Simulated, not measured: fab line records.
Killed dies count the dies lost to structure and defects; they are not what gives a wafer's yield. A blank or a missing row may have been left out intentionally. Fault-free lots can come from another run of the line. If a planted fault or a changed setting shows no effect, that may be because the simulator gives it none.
Struck lot and sound lot, side by side + flow n5_finfet + 34 steps out of a route of 1938
Sound: these wafers, L491.1, L491.4, L491.5. Wafers struck: L494.2, L494.3, L494.4. Last of all comes the cause.
For every step that has rows: the tool of each side, followed by ch and its chambers, followed by its first start. Under that, the readings that differ: sound wafers + struck wafers + difference of the means + sigmas: that difference in standard deviations of wafers without a fault.
alike: same words and numbers on both sides, and readings whose means sit less than 2 such deviations apart. not compared: any withheld reading, any reading some wafer has no value for, any bound like >300 that may hide the same value, and any number with overlapping values for which the record gives no deviation.
The two part at a step that has a row with sigmas, a row that says differs or no value, or rows on one side only. Non-overlapping numbers with no deviation appear without sigmas and do not part them. Lack of a reading on every wafer of one side parts them only where that side has two or more wafers.

first, 11 steps without rows for these wafers: N5_BEOL_M12_TRENCH_ETCH_34 (etches SiOC in C4F8/O2/Ar, target depth 318.95 nm, time 125.5 s); N5_BEOL_M12_STRIP_70 (strips in C4F8/O2/Ar); N5_BEOL_M12_STRIP_37 (strips in N2/H2); N5_BEOL_M12_ETCH_38 (etches SiCN in CF4/N2, target depth 68.7 nm, time 73.4 s); N5_BEOL_M12_PRECLEAN_39 (cleans in residue remover, time 60 s); N5_BEOL_M12_SRD_40 (time 30 s, dry time 30 s); N5_BEOL_M12_DEGAS_41 (time 60 s); N5_BEOL_M12_PRE_CLEAN_42 (time 30 s); N5_BEOL_M12_SPUTTER_43 (material TaN, target thk 15 nm, time 24.19 s); N5_BEOL_M12_SPUTTER_44 (material Ta, target thk 10 nm, time 16.13 s); N5_BEOL_M12_SPUTTER_45 (material Cu, target thk 80 nm, time 13.33 s).
N5_BEOL_M12_ECD_47: material Cu, target thk 720 nm.
  sound on ecd_cu-01 ch 0,1, day 13 14:12; struck on ecd_cu-01 ch 0,1, day 14 11:13
then, 21 steps without rows for these wafers: N5_BEOL_M12_ANNEAL_48 (time 90 s); N5_BEOL_M12_CMP_49 (polishes, stops on SiOC, t overpolish 20.6 s, target thk 320 nm); N5_BEOL_M12_PRE_CLEAN_52 (time 15 s); N5_BEOL_M12_DEP_53 (deposits SiCN from 3MS/NH3, target thk 30 nm, time 10.5 s); N5_BEOL_M13_ILD_DEP_00 (deposits SiOC from DEMS/O2, target thk 837.92 nm, time 166.4 s); N5_BEOL_M13_COAT_58 (time 60 s, resist thk 89 nm); N5_BEOL_M13_COAT_04 (resist thk 400 nm); N5_BEOL_M13_EBR_06; N5_BEOL_M13_SOFTBAKE_05 (time 60 s); N5_BEOL_M13_EXPOSE_07 (exposes mask V12); N5_BEOL_M13_PEB_08 (peb time 90 s); N5_BEOL_M13_DEVELOP_09 (develop time 45 s); N5_BEOL_M13_HARDBAKE_14 (time 120 s); N5_BEOL_M13_DESCUM_15 (chemistry O2, time 7.9 s); N5_BEOL_M13_ETCH_59 (etches BARC in N2/H2, target depth 89 nm, overetch 26.7 nm, time 67.9 s); N5_BEOL_M13_VIA_ETCH_16 (etches SiOC in C4F8/O2/Ar, target depth 921.7 nm); N5_BEOL_M13_STRIP_63 (strips in N2/H2); N5_BEOL_M13_STRIP_64 (strips in N2/H2); N5_BEOL_M13_STRIP_71 (strips in post etch residue remover, time 60 s); N5_BEOL_M13_SRD_72 (time 30 s, dry time 30 s); N5_BEOL_M13_COAT_65 (time 60 s, resist thk 350 nm).
N5_PASSIVATION_PROBE_49:
  sound on prober-02, day 15 04:29; struck on prober-01, day 15 19:11
| reading                  | sound          | struck         | difference | sigmas |
|--------------------------|----------------|----------------|------------|--------|
| defect_limited_yield (%) | 90.4 91.2 90.8 | 73.5 74.3 71.2 | -17.8      | -12    |
| killed_at_M0_to_M3       | 47 49 45       | 29 25 23       | -21        | -2     |
| killed_at_M4_up          | 13 8 4         | 231 228 274    | +236       | +43    |
| killed_dies              | 113 104 109    | 313 303 340    | +210       | +12    |
| killed_on_rim            | 15 18 19       | 41 40 44       | +24        | +6     |
| killed_open              | 85 80 82       | 47 61 54       | -28        | -2     |
| sort_bin_5_function (%)  | 5.3 5.7 6.0    | 15.0 16.4 17.0 | +10.5      | +10    |
| sort_bin_6_memory (%)    | 3.8 3.1 3.1    | 9.6 7.8 10.7   | +6.0       | +9     |
| sort_n_pass              | 1067 1076 1071 | 867 877 840    | -210       | -12    |
| sort_yield_pct (%)       | 90.4 91.2 90.8 | 73.5 74.3 71.2 | -17.8      | -12    |
  alike: killed_at_contacts, killed_at_front_end, killed_at_other, killed_short

## WHERE THEY PART
At N5_PASSIVATION_PROBE_49 and nowhere else, as far as this record goes.

WHY: the cause the simulator had injected
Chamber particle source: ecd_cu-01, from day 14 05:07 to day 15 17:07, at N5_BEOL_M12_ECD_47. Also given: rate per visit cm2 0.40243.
